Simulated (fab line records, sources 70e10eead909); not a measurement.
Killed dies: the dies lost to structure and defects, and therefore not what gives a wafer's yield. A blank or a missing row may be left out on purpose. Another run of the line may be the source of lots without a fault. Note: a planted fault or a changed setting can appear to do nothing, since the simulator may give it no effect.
fab line records	flow nandHarc
record: lots: 24	wafers: 72	lastDay: 25
route steps=1159 shown A_WL_FILL@832 A_CONTACT@843 A_BLC@983
lots with no fault: from the same line, run without faults
startH: the number of hours between the record's first day and the start of the first shown wafer of the lot	waitH: time in hours since the lot's previous step	" identical to the entry in the row above	L1.1+2: a single row standing in for several wafers	- no value, or no start was given	* or withheld: withheld	< > ~ a bound
route shown NAME@n: a module of which the file shows steps, and the number in the route of the first	usual: average and standard deviation across the fault-free wafers	same: alike in all rows	chamber/n: place in a boat	sites: readings site by site	_std_site: the values' standard deviation	_edge_site: outer sites' mean less inner sites'	radiusMm: for every site, how far away it sits from the centre of the wafer	mask NAME#n: copy n	behind: the last tool/chamber to shape the wafer	hold: the reason the lot was held/the length of the hold in hours/how it ended	device: which transistor (n, p or np) failed to switch	end of line: the route-end tests of the same wafers	a step with no rows: only its recipe	killed: the dies lost at the first sort to structure and to defects; this is not the yield of the wafer	map: the dies of a wafer, with x for killed, . for not killed, _ for no die there
set.NAME: the setting as run; set.NAME@STEP: as run at that earlier step	model.NAME: the simulator's own value behind a step, which no gauge read
a sample of lots followed through the steps of the route, with each step as a table and each wafer as a row
services: from which hour (startH, from the record's first day; less than 0 if before it) a tool's chamber was out of use, for how many hours, and why
== steps ==
step: NHARC_A_WL_FILL_ALD_19
recipe: targetThkA: 20	pulseTimeS: 3	aldCycles: 100	tempC: 450	material: TiN
usual: heaterPowerW: 1106/130	precursorPulseHeightRel: 1.000/0.02
lot.wafer	tool	chamber	startH	waitH	heaterPowerW	precursorPulseHeightRel	sinceWetCleanH
L074.2	aldMetal-01	1	344.96	0.1	887	0.967	55
L074.3	"	3	"	"	1164	0.968	55
L074.4	"	0	"	"	962	0.970	55
L075.1	aldMetal-03	0	368.89	0.1	1191	0.959	37
L075.4	"	1	"	"	909	1.028	37
L075.3	"	2	"	"	1039	1.014	37
L077.3	aldMetal-04	3	368.89	0.1	1223	0.996	131
L077.1	"	0	"	"	1247	1.014	131
L077.5	"	3	"	"	1211	1.013	-
L076.3	aldMetal-01	0	373.38	0.1	989	0.991	83
L076.1	"	1	"	"	889	0.989	83
L076.6	"	0	"	"	975	1.001	-
L079.4	aldMetal-03	1	373.39	0.1	897	1.005	41
L079.1	"	3	"	"	1142	1.043	41
L079.5	"	1	"	"	890	0.986	-
L078.2	aldMetal-04	3	377.49	0.1	1222	1.001	140
L078.6	"	1	"	"	1267	1.027	-
L078.5	"	2	"	"	1155	0.996	-
L080.2	aldMetal-03	2	377.50	0.1	1040	0.999	46
L080.5	"	1	"	"	922	0.987	-
L080.6	"	2	"	"	1053	0.985	-
L082.2	aldMetal-03	1	411.03	0.1	936	1.003	79
L082.1	"	2	"	"	1058	1.012	79
L082.6	"	1	"	"	949	1.007	-
L081.2	aldMetal-01	0	411.06	0.1	997	0.980	121
L081.6	"	2	"	"	1221	1.004	-
L081.5	"	0	"	"	1016	0.966	-
L083.3	aldMetal-03	0	415.39	0.1	1181	0.991	83
L083.4	"	2	"	"	1056	1.001	83
L083.5	"	3	"	"	1143	0.984	-
L084.1	aldMetal-01	0	415.42	0.2	986	0.975	125
L084.5	"	1	"	"	863	1.027	-
L084.6	"	0	"	"	975	0.981	-
L085.4	aldMetal-03	0	419.33	0.1	1184	1.018	87
L085.3	"	1	"	"	935	1.015	87
L085.2	"	3	"	"	1145	0.991	87
L086.3	aldMetal-01	1	441.92	0.1	888	0.992	152
L086.4	"	3	"	"	1186	0.991	152
L086.6	"	0	"	"	989	1.019	-
L087.3	aldMetal-03	3	441.93	0.1	1179	1.047	110
L087.4	"	0	"	"	1184	0.990	110
L087.2	"	1	"	"	934	1.062	110
L088.2	aldMetal-04	2	441.96	0.2	1119	1.026	26
L088.5	"	0	"	"	1295	0.996	-
L088.6	"	1	"	"	1279	0.981	-
L089.3	aldMetal-04	1	447.72	0.1	1305	0.993	32
L089.5	"	1	"	"	1291	0.967	-
L089.4	"	2	"	"	1116	0.990	-
L091.2	aldMetal-01	1	471.18	0.1	903	1.018	3
L091.3	"	3	"	"	1150	0.990	3
L091.4	"	0	"	"	983	0.950	3
L090.3	aldMetal-04	2	471.20	0.1	1112	1.010	55
L090.4	"	3	"	"	1146	0.982	55
L090.1	"	0	"	"	1316	0.967	55
L092.2	aldMetal-03	1	474.42	0.1	935	0.998	142
L092.1	"	2	"	"	1082	0.962	142
L092.5	"	3	"	"	1160	0.983	-
L095.2	aldMetal-04	2	479.15	0.1	1111	0.996	63
L095.4	"	0	"	"	1275	1.021	63
L095.6	"	3	"	"	1155	1.024	-
L094.3	aldMetal-01	1	479.17	0.1	862	0.996	11
L094.1	"	2	"	"	1114	1.024	11
L094.5	"	1	"	"	909	1.024	-
L096.1	aldMetal-03	3	482.43	0.1	1187	0.994	150
L096.3	"	1	"	"	942	0.986	151
L096.5	"	0	"	"	1212	1.026	-
L093.2	aldMetal-01	0	482.43	0.1	1004	1.009	14
L093.4	"	3	"	"	1186	1.004	15
L093.5	"	0	"	"	980	1.016	-
L097.3	aldMetal-04	3	482.50	0.1	1170	0.995	67
L097.4	"	1	"	"	1249	1.010	67
L097.2	"	2	"	"	1107	0.997	67
step: NHARC_A_CONTACT_DEP_29
recipe: targetThkA: 700	targetThkNm: 70	tempC: 400	pressureTorr: 3.5	flowSccm: 200	rfW: 350	material: SiON
usual: heaterPowerW: 754/88	rfFwdPowerW: 348.6/1.1
lot.wafer	tool	chamber	startH	waitH	heaterPowerW	rfFwdPowerW	sinceWetCleanH
L074.2	pecvd-03	1	356.13	1.6	858	347.5	49
L074.3	"	2	"	"	666	348.0	49
L074.4	"	1	"	"	857	347.5	-
L075.3	pecvd-03	0	380.34	1.5	721	350.8	73
L075.1	"	2	"	"	680	348.8	73
L075.4	"	0	"	"	704	349.0	-
L077.1	pecvd-02	2	380.42	2.2	940	347.7	33
L077.3	"	0	"	"	757	347.6	33
L077.5	"	1	"	"	698	349.8	-
L076.1	pecvd-02	1	384.16	1.9	691	348.0	37
L076.3	"	2	"	"	1019	347.0	37
L076.6	"	1	"	"	699	348.8	-
L079.1	pecvd-02	2	384.97	1.9	932	348.3	38
L079.5	"	1	"	"	691	346.5	-
L079.4	"	2	"	"	943	348.3	-
L078.2	pecvd-03	1	390.53	1.5	830	349.4	83
L078.5	"	1	"	"	822	350.1	-
L078.6	"	2	"	"	689	348.4	-
L080.2	pecvd-04	0	394.64	1.5	764	348.0	6
L080.6	"	2	"	"	655	351.0	-
L080.5	"	1	"	"	785	349.1	-
L082.1	pecvd-03	2	420.24	1.9	686	346.5	113
L082.2	"	0	"	"	746	348.3	113
L082.6	"	1	"	"	870	347.9	-
L081.2	pecvd-04	1	420.27	1.5	756	347.6	31
L081.5	"	2	"	"	665	347.4	-
L081.6	"	0	"	"	713	348.3	-
L083.3	pecvd-03	2	424.78	1.1	685	349.7	118
L083.4	"	2	"	"	690	348.2	-
L083.5	"	1	"	"	850	351.3	-
L084.1	pecvd-02	0	424.97	1.9	776	348.8	78
L084.6	"	1	"	"	714	348.1	-
L084.5	"	2	"	"	919	346.3	-
L085.3	pecvd-04	0	432.20	1.3	713	347.6	43
L085.2	"	1	"	"	869	349.2	43
L085.4	"	1	"	"	888	349.8	-
L086.3	pecvd-02	2	450.77	1.3	939	348.3	104
L086.4	"	0	"	"	726	348.7	-
L086.6	"	1	"	"	753	349.8	-
L087.2	pecvd-03	1	450.85	1.7	872	348.6	144
L087.3	"	2	"	"	705	349.0	144
L087.4	"	2	"	"	682	349.8	-
L088.2	pecvd-02	0	457.05	1.5	750	348.4	110
L088.6	"	0	"	"	761	348.6	-
L088.5	"	2	"	"	893	347.8	-
L089.3	pecvd-03	0	457.37	1.2	739	349.7	150
L089.4	"	2	"	"	685	348.3	-
L089.5	"	0	"	"	732	348.6	-
L091.2	pecvd-02	2	481.45	1.5	882	347.5	134
L091.3	"	0	"	"	772	349.6	134
L091.4	"	2	"	"	889	349.1	-
L090.1	pecvd-02	1	481.70	1.8	763	348.2	135
L090.3	"	2	"	"	816	347.9	135
L090.4	"	2	"	"	819	347.6	-
L092.2	pecvd-03	2	490.28	1.5	682	349.1	2
L092.1	"	0	"	"	623	349.6	2
L092.5	"	2	"	"	688	348.6	-
L094.1	pecvd-04	1	498.02	1.8	757	348.4	109
L094.3	"	0	"	"	752	349.3	109
L094.5	"	2	"	"	680	347.8	-
L095.2	pecvd-04	1	500.24	1.5	776	350.2	111
L095.6	"	1	"	"	771	351.0	-
L095.4	"	2	"	"	654	348.1	-
L096.3	pecvd-04	2	502.37	1.1	550	348.0	113
L096.1	"	1	"	"	912	351.3	113
L096.5	"	1	"	"	911	348.3	-
L093.2	pecvd-04	0	506.24	1.5	801	352.1	117
L093.4	"	1	"	"	760	346.4	-
L093.5	"	2	"	"	597	348.6	-
L097.2	pecvd-04	1	508.44	1.5	885	348.4	119
L097.3	"	0	"	"	768	349.2	119
L097.4	"	1	"	"	864	346.9	-
step: NHARC_A_CONTACT_ETCH_119
recipe: sourceW: withheld	pressureMtorr: 20	biasV: 3000	timeS: 94	targetDepthA: 9220	arFlowSccm: withheld	c4f8FlowSccm: withheld	o2FlowSccm: withheld	chemistry: C4F8/O2/Ar
lot.wafer	tool	chamber	startH	waitH	rfHoursCounterH
L074.2	harCapEtch-03	0	359.32	0.1	79
L074.3	"	1	"	"	-
L074.4	"	0	"	"	-
L077.1	harCapEtch-02	1	383.48	0.1	11
L077.3	"	0	"	"	-
L077.5	"	0	"	"	-
L075.1	harCapEtch-01	0	383.52	0.1	57
L075.4	"	1	"	"	-
L075.3	"	0	"	"	-
L076.1	harCapEtch-02	0	387.04	0.1	12
L076.3	"	0	"	"	-
L076.6	"	0	"	"	-
L079.1	harCapEtch-01	1	388.09	0.1	59
L079.4	"	1	"	"	-
L079.5	"	1	"	"	-
L078.2	harCapEtch-01	1	393.39	0.1	60
L078.5	"	0	"	"	-
L078.6	"	1	"	"	-
L080.2	harCapEtch-01	1	397.64	0.1	61
L080.6	"	1	"	"	-
L080.5	"	0	"	"	-
L082.2	harCapEtch-01	0	423.24	0.1	64
L082.1	"	1	"	"	64
L082.6	"	0	"	"	-
L081.2	harCapEtch-03	0	423.37	0.1	91
L081.6	"	0	"	"	-
L081.5	"	1	"	"	-
L083.3	harCapEtch-02	0	428.06	0.1	-
L083.4	"	1	"	"	-
L083.5	"	1	"	"	-
L084.1	harCapEtch-01	0	428.52	0.1	65
L084.5	"	1	"	"	-
L084.6	"	0	"	"	-
L085.2	harCapEtch-03	0	435.55	0.1	93
L085.3	"	0	"	"	-
L085.4	"	1	"	"	-
L086.4	harCapEtch-02	1	454.17	0.1	-
L086.3	"	0	"	"	-
L086.6	"	1	"	"	-
L087.2	harCapEtch-03	1	454.21	0.1	96
L087.3	"	1	"	"	-
L087.4	"	0	"	"	-
L088.2	harCapEtch-01	1	460.41	0.1	69
L088.5	"	0	"	"	-
L088.6	"	1	"	"	-
L089.4	harCapEtch-03	0	460.45	0.1	-
L089.3	"	1	"	"	-
L089.5	"	1	"	"	-
L091.2	harCapEtch-03	1	484.48	0.1	101
L091.3	"	1	"	"	-
L091.4	"	0	"	"	-
L090.1	harCapEtch-01	0	484.71	0.1	73
L090.4	"	0	"	"	-
L090.3	"	1	"	"	-
L092.1	harCapEtch-02	0	493.67	0.1	28
L092.2	"	1	"	"	28
L092.5	"	0	"	"	-
L094.1	harCapEtch-03	0	501.03	0.1	104
L094.3	"	1	"	"	-
L094.5	"	0	"	"	-
L095.2	harCapEtch-01	1	503.53	0.1	76
L095.4	"	1	"	"	-
L095.6	"	1	"	"	-
L096.1	harCapEtch-03	1	505.31	0.1	105
L096.3	"	0	"	"	-
L096.5	"	1	"	"	-
L093.2	harCapEtch-01	0	509.30	0.1	77
L093.4	"	0	"	"	-
L093.5	"	1	"	"	-
L097.2	harCapEtch-01	1	511.63	0.1	78
L097.3	"	0	"	"	-
L097.4	"	1	"	"	-
step: NHARC_A_CONTACT_OVL_MEAS_70
usual: overlayXNm: -0.1/0.71	overlayYNm: 0.1/0.73
lot.wafer	tool	chamber	startH	waitH	overlayXNm	overlayYNm
L074.2	overlay-01	-	367.24	-	0.9	-1.0
L074.3	"	-	"	"	0.5	-0.7
L074.4	"	-	"	"	0.8	-0.8
L077.1	overlay-02	-	388.32	-	1.4	0.4
L077.3	"	-	"	"	1.0	1.2
L077.5	"	-	"	"	1.1	0.9
L075.1	overlay-01	-	388.86	-	0.1	0.8
L075.3	"	-	"	"	-0.1	0.9
L075.4	"	-	"	"	-0.7	0.9
L076.1	overlay-02	-	391.95	-	0.2	0.2
L076.3	"	-	"	"	-0.2	0.1
L076.6	"	-	"	"	0.3	0.1
L079.1	overlay-02	-	393.03	-	-0.9	0.8
L079.4	"	-	"	"	-0.4	0.2
L079.5	"	-	"	"	-0.9	0.2
L078.2	overlay-01	-	397.98	-	0.5	0.0
L078.5	"	-	"	"	0.4	-0.1
L078.6	"	-	"	"	0.0	-0.4
L080.2	overlay-02	-	402.87	-	0.1	-0.9
L080.5	"	-	"	"	0.2	-1.1
L080.6	"	-	"	"	0.0	-0.7
L082.1	overlay-02	-	427.90	-	-1.4	0.8
L082.2	"	-	"	"	-0.8	0.3
L082.6	"	-	"	"	-1.3	-0.1
L081.2	overlay-01	-	428.60	-	0.0	-0.9
L081.5	"	-	"	"	-0.1	-0.5
L081.6	"	-	"	"	0.2	-0.4
L083.3	overlay-01	-	432.85	-	-0.5	-0.3
L083.4	"	-	"	"	-0.8	-0.8
L083.5	"	-	"	"	-0.4	-0.9
L084.1	overlay-01	-	433.98	-	-1.1	-0.5
L084.5	"	-	"	"	-0.9	-0.7
L084.6	"	-	"	"	-1.2	-0.2
L085.2	overlay-01	-	444.12	-	-0.1	0.4
L085.3	"	-	"	"	-0.3	0.0
L085.4	"	-	"	"	0.4	-0.1
L087.2	overlay-01	-	459.82	-	0.2	-0.5
L087.3	"	-	"	"	0.2	-0.1
L087.4	"	-	"	"	0.4	0.1
L086.3	overlay-02	-	460.87	-	-0.3	0.1
L086.4	"	-	"	"	-0.6	0.8
L086.6	"	-	"	"	-0.5	1.0
L089.3	overlay-01	-	466.00	-	-1.6	0.5
L089.4	"	-	"	"	-1.5	0.9
L089.5	"	-	"	"	-1.7	1.1
L088.2	overlay-01	-	466.25	-	-0.8	0.9
L088.5	"	-	"	"	-0.3	0.5
L088.6	"	-	"	"	-0.8	0.8
L091.2	overlay-01	-	492.81	-	-0.2	0.3
L091.3	"	-	"	"	-0.1	-0.1
L091.4	"	-	"	"	-0.6	0.3
L090.1	overlay-02	-	492.97	-	0.0	-1.3
L090.3	"	-	"	"	0.6	-1.5
L090.4	"	-	"	"	0.0	-0.6
L092.1	overlay-01	-	498.57	-	0.3	-0.7
L092.2	"	-	"	"	0.5	-0.4
L092.5	"	-	"	"	0.1	-1.1
L094.1	overlay-02	-	507.96	-	-0.2	1.4
L094.3	"	-	"	"	-0.1	1.4
L094.5	"	-	"	"	0.2	1.0
L095.2	overlay-01	-	508.68	-	-0.4	0.5
L095.4	"	-	"	"	0.1	0.3
L095.6	"	-	"	"	-0.4	0.4
L096.1	overlay-01	-	510.10	-	1.2	0.7
L096.3	"	-	"	"	1.1	0.5
L096.5	"	-	"	"	1.0	0.1
L093.2	overlay-02	-	516.71	-	-0.5	0.0
L093.4	"	-	"	"	-0.4	0.5
L093.5	"	-	"	"	-0.3	0.2
L097.2	overlay-02	-	518.69	-	0.7	1.4
L097.3	"	-	"	"	0.9	1.1
L097.4	"	-	"	"	0.7	1.1
step: NHARC_A_CONTACT_CVD_19
recipe: targetThkA: 3000	tempC: 300	pressureTorr: 40	wf6FlowSccm: 40	h2FlowSccm: 1600	arFlowSccm: 1560	timeS: 802	material: W
usual: heaterPowerW: 476/21	throttleValvePct: 7.82/0.28
lot.wafer	tool	chamber	startH	waitH	heaterPowerW	sinceWetCleanH	throttleValvePct
L074.2	cvdW-01	0	-	-	461	84	7.50
L074.3	"	0	"	"	464	-	7.68
L074.4	"	1	"	"	482	-	8.63
L075.1	cvdW-02	0	-	-	439	9	7.72
L075.3	"	1	"	"	499	-	7.73
L075.4	"	0	"	"	450	-	8.05
L077.1	cvdW-02	0	-	-	452	9	7.76
L077.3	"	1	"	"	490	-	7.75
L077.5	"	1	"	"	495	-	7.37
L076.1	cvdW-01	0	-	-	455	98	7.46
L076.3	"	0	"	"	449	-	7.71
L076.6	"	0	"	"	453	-	7.88
L079.1	cvdW-01	1	-	-	498	99	8.37
L079.4	"	0	"	"	451	-	7.42
L079.5	"	0	"	"	455	-	7.63
L078.2	cvdW-02	0	-	-	441	19	7.68
L078.5	"	0	"	"	439	-	7.73
L078.6	"	1	"	"	503	-	7.79
L080.2	cvdW-02	1	-	-	495	24	7.67
L080.5	"	1	"	"	496	-	7.68
L080.6	"	0	"	"	446	-	7.80
L082.2	cvdW-02	1	-	-	499	48	7.83
L082.1	"	0	"	"	447	48	7.50
L082.6	"	1	"	"	488	-	7.67
L081.2	cvdW-01	1	-	-	497	133	8.48
L081.6	"	0	"	"	447	-	7.77
L081.5	"	1	"	"	491	-	8.28
L083.3	cvdW-01	0	-	-	445	-	7.73
L083.4	"	1	"	"	499	-	8.65
L083.5	"	1	"	"	493	-	8.36
L084.1	cvdW-02	0	-	-	452	64	8.04
L084.5	"	1	"	"	499	-	7.37
L084.6	"	0	"	"	447	-	8.01
L085.2	cvdW-02	0	-	-	446	65	7.72
L085.3	"	0	"	"	449	-	7.90
L085.4	"	1	"	"	492	-	7.70
L087.2	cvdW-01	0	-	-	453	163	7.86
L087.3	"	0	"	"	463	-	7.62
L087.4	"	1	"	"	504	-	8.29
L086.3	cvdW-02	0	-	-	451	-	7.97
L086.4	"	1	"	"	486	-	7.76
L086.6	"	0	"	"	441	-	7.92
L089.3	cvdW-02	0	-	-	444	-	8.03
L089.4	"	1	"	"	496	-	7.51
L089.5	"	0	"	"	450	-	7.76
L088.2	cvdW-02	0	-	-	462	91	7.92
L088.5	"	0	"	"	458	-	7.56
L088.6	"	1	"	"	495	-	7.78
L091.2	cvdW-01	1	-	-	503	17	7.75
L091.4	"	0	"	"	485	-	7.38
L091.3	"	1	"	"	500	-	7.91
L090.1	cvdW-01	1	-	-	497	18	7.99
L090.4	"	0	"	"	486	-	7.41
L090.3	"	1	"	"	503	-	7.95
L092.1	cvdW-01	0	-	-	480	25	7.37
L092.2	"	1	"	"	497	26	8.00
L092.5	"	1	"	"	514	-	7.84
L094.1	cvdW-02	0	-	-	446	129	8.14
L094.3	"	1	"	"	499	-	7.88
L094.5	"	0	"	"	447	-	7.67
L095.2	cvdW-02	1	-	-	490	131	7.85
L095.4	"	0	"	"	449	-	7.89
L095.6	"	1	"	"	484	-	7.91
L096.1	cvdW-01	0	-	-	470	35	7.38
L096.3	"	0	"	"	466	-	7.37
L096.5	"	0	"	"	481	-	7.37
L093.2	cvdW-01	1	-	-	506	41	7.92
L093.4	"	0	"	"	473	-	7.39
L093.5	"	1	"	"	507	-	7.83
L097.2	cvdW-01	1	-	-	503	42	8.04
L097.4	"	0	"	"	480	-	7.68
L097.3	"	1	"	"	492	-	8.08
step: NHARC_A_BLC_STRIP_21
recipe: o2FlowSccm: 500	arFlowSccm: 0	biasW: 0	chemistry: O2
usual: drypumpMotorCurrentA: 5.7/0.5	o2FlowSccm: 500.1/1.5	oesProductAu: 1.005/0.012	rfVppV: 57.6/0.85	showerheadPlenumPTorr: 3.41/0.12	throttleValvePct: 17.036/0.0091
same: biasW: 0
lot.wafer	tool	chamber	startH	waitH	drypumpMotorCurrentA	o2FlowSccm	oesProductAu	rfHoursCounterH	rfVppV	showerheadPlenumPTorr	throttleValvePct
L074.4	rieDiel-01	2	393.73	0.1	5.7	501.0	1.006	24	57.7	3.38	17.037
L074.3	"	3	"	"	4.9	499.0	1.002	28	57.2	3.40	17.029
L074.2	"	1	"	"	5.2	500.3	1.006	26	57.5	3.58	17.024
L075.1	rieDiel-09	0	403.11	0.1	5.7	501.0	1.008	15	56.5	3.41	17.051
L075.3	"	1	"	"	5.1	501.3	1.009	14	57.3	3.44	17.046
L075.4	"	2	"	"	5.1	499.9	1.000	13	58.0	3.36	17.028
L077.1	rieDiel-01	0	403.86	0.1	6.6	499.0	0.995	30	56.5	3.30	17.026
L077.3	"	1	"	"	5.3	497.9	1.008	29	57.6	3.58	17.040
L077.5	"	1	"	"	5.2	501.2	1.008	-	58.9	3.57	17.046
L076.3	rieDiel-09	2	407.25	0.1	5.1	501.8	1.003	13	57.3	3.36	17.023
L076.1	"	0	"	"	5.7	501.0	1.009	15	58.9	3.41	17.022
L076.6	"	2	"	"	5.1	499.8	0.999	-	57.8	3.36	17.022
L079.4	rieDiel-09	0	408.85	0.1	5.7	498.3	1.002	15	59.2	3.41	17.042
L079.1	"	2	"	"	5.1	500.8	1.004	13	57.5	3.36	17.037
L079.5	"	1	"	"	5.0	501.6	0.999	-	56.0	3.44	17.035
L078.2	rieDiel-03	3	413.32	0.1	6.0	501.2	0.993	2	57.0	3.30	17.044
L078.5	"	3	"	"	6.0	496.7	1.001	-	57.4	3.30	17.031
L078.6	"	1	"	"	5.7	500.3	1.001	-	58.6	3.29	17.042
L080.2	rieDiel-03	3	418.77	0.1	6.0	499.5	1.004	3	56.9	3.30	17.028
L080.6	"	1	"	"	5.7	500.3	1.017	-	57.7	3.29	17.047
L080.5	"	2	"	"	5.7	500.2	1.007	-	57.4	3.54	17.039
L082.1	rieDiel-09	3	442.13	0.1	6.5	499.3	1.004	0	56.0	3.34	17.044
L082.2	"	1	"	"	5.1	500.6	0.995	0	56.4	3.44	17.038
L082.6	"	2	"	"	5.0	500.1	0.993	-	57.7	3.36	17.055
L081.2	rieDiel-01	0	442.33	0.1	6.6	499.5	0.995	47	57.3	3.29	17.043
L081.5	"	0	"	"	6.6	499.2	0.994	-	57.7	3.29	17.027
L081.6	"	1	"	"	5.2	500.6	1.003	-	58.0	3.57	17.056
L083.3	rieDiel-03	1	453.85	0.1	5.7	500.7	1.010	8	58.3	3.29	17.034
L083.4	"	2	"	"	5.6	499.8	1.003	8	58.0	3.54	17.025
L083.5	"	1	"	"	5.7	501.4	1.010	-	57.0	3.29	17.043
L084.1	rieDiel-03	0	458.34	0.1	6.0	502.5	1.034	9	57.5	3.55	17.025
L084.6	"	1	"	"	5.6	500.1	1.015	-	56.8	3.29	17.031
L084.5	"	2	"	"	5.6	500.3	1.013	-	58.5	3.54	17.042
L085.3	rieDiel-03	1	459.06	0.1	5.7	499.7	1.003	9	58.3	3.29	17.031
L085.4	"	2	"	"	5.6	501.9	1.000	9	57.5	3.54	17.047
L085.2	"	0	"	"	6.0	501.3	1.035	9	58.7	3.55	17.042
L087.2	rieDiel-01	1	472.99	0.1	5.3	500.0	1.000	54	58.1	3.56	17.034
L087.4	"	3	"	"	4.9	500.6	0.995	58	57.3	3.38	17.052
L087.3	"	0	"	"	6.6	501.8	0.995	56	58.5	3.28	17.044
L086.3	rieDiel-09	1	474.22	0.1	5.1	500.0	0.981	3	56.4	3.44	17.040
L086.4	"	2	"	"	5.1	498.4	0.996	4	57.3	3.35	17.037
L086.6	"	3	"	"	6.5	499.0	0.986	-	57.6	3.34	17.027
L089.4	rieDiel-09	1	484.49	0.1	5.1	501.0	0.983	4	58.0	3.44	17.042
L089.3	"	2	"	"	5.1	501.3	1.000	5	58.1	3.35	17.026
L089.5	"	3	"	"	6.5	496.5	0.999	-	58.2	3.33	17.037
L088.2	rieDiel-09	1	485.27	0.1	5.1	497.6	0.975	4	57.3	3.44	17.040
L088.5	"	2	"	"	5.1	499.2	0.996	-	57.1	3.35	17.024
L088.6	"	3	"	"	6.5	501.2	0.989	-	56.9	3.34	17.032
L091.2	rieDiel-03	3	508.97	0.1	6.0	502.8	0.997	13	58.2	3.30	17.030
L091.3	"	0	"	"	6.0	498.8	1.023	12	57.0	3.55	17.055
L091.4	"	2	"	"	5.7	499.5	0.995	13	58.6	3.54	17.034
L090.1	rieDiel-01	3	509.74	0.1	4.9	500.5	1.015	3	56.9	3.37	17.040
L090.3	"	1	"	"	5.2	500.2	1.021	4	58.6	3.56	17.033
L090.4	"	2	"	"	5.7	498.3	1.027	3	56.6	3.36	17.049
L092.1	rieDiel-01	1	517.58	0.1	5.3	500.6	1.016	5	58.1	3.55	17.036
L092.2	"	2	"	"	5.7	502.9	1.033	4	59.4	3.36	17.018
L092.5	"	0	"	"	6.6	500.4	1.009	-	58.2	3.80	17.025
L094.1	rieDiel-03	1	523.26	0.1	5.7	501.5	0.991	15	56.7	3.29	17.027
L094.3	"	2	"	"	5.7	501.4	1.001	15	57.3	3.53	17.029
L094.5	"	3	"	"	6.0	501.9	0.983	-	56.9	3.30	17.022
L095.2	rieDiel-03	3	525.09	0.1	6.0	500.5	1.009	15	55.8	3.30	17.043
L095.4	"	2	"	"	5.6	503.8	1.003	15	57.6	3.53	17.035
L095.6	"	3	"	"	6.0	498.5	0.994	-	58.1	3.30	17.032
L096.1	rieDiel-03	2	526.70	0.1	5.7	497.6	1.005	15	57.8	3.53	17.040
L096.3	"	1	"	"	5.7	497.9	0.998	15	56.8	3.29	17.031
L096.5	"	3	"	"	6.0	499.9	0.999	-	58.3	3.30	17.046
L093.2	rieDiel-03	3	533.36	0.1	6.0	501.4	0.999	15	58.9	3.30	17.030
L093.4	"	2	"	"	5.6	501.8	1.009	16	57.9	3.53	17.026
L093.5	"	0	"	"	6.0	498.3	1.031	-	56.8	3.54	17.023
L097.2	rieDiel-09	1	534.09	0.1	5.1	499.2	0.988	9	57.8	3.44	17.035
L097.4	"	2	"	"	5.1	499.3	1.002	10	58.7	3.35	17.040
L097.3	"	3	"	"	6.5	496.7	0.995	9	56.9	3.33	17.045
== services ==
tool	chamber	startH	hours	kind
aldMetal-03	-	322.00	10.0	pm
rieDiel-03	2	325.88	2.7	repair
pecvd-02	-	334.02	13.0	pm
pecvd-04	2	343.94	6.3	repair
pecvd-04	0	347.41	11.8	repair
aldMetal-01	2	359.99	1.8	repair
pecvd-04	-	369.54	2.7	repair
pecvd-04	-	376.11	13.0	pm
cvdW-02	-	378.31	13.0	pm
rieDiel-03	-	392.30	9.0	pm
aldMetal-01	3	394.95	22.3	repair
pecvd-02	1	400.68	11.8	repair
rieDiel-03	2	410.34	6.7	repair
aldMetal-03	0	421.64	4.9	repair
aldMetal-01	-	428.66	0.7	repair
rieDiel-09	-	431.10	9.0	pm
aldMetal-03	-	435.17	1.0	repair
pecvd-02	1	454.70	16.9	repair
aldMetal-01	-	458.00	10.0	pm
pecvd-03	-	475.11	13.0	pm
cvdW-01	-	476.08	13.0	pm
aldMetal-03	-	500.00	10.0	pm
pecvd-02	-	515.02	13.0	pm
aldMetal-03	-	520.09	1.3	repair
== key ==
fault none
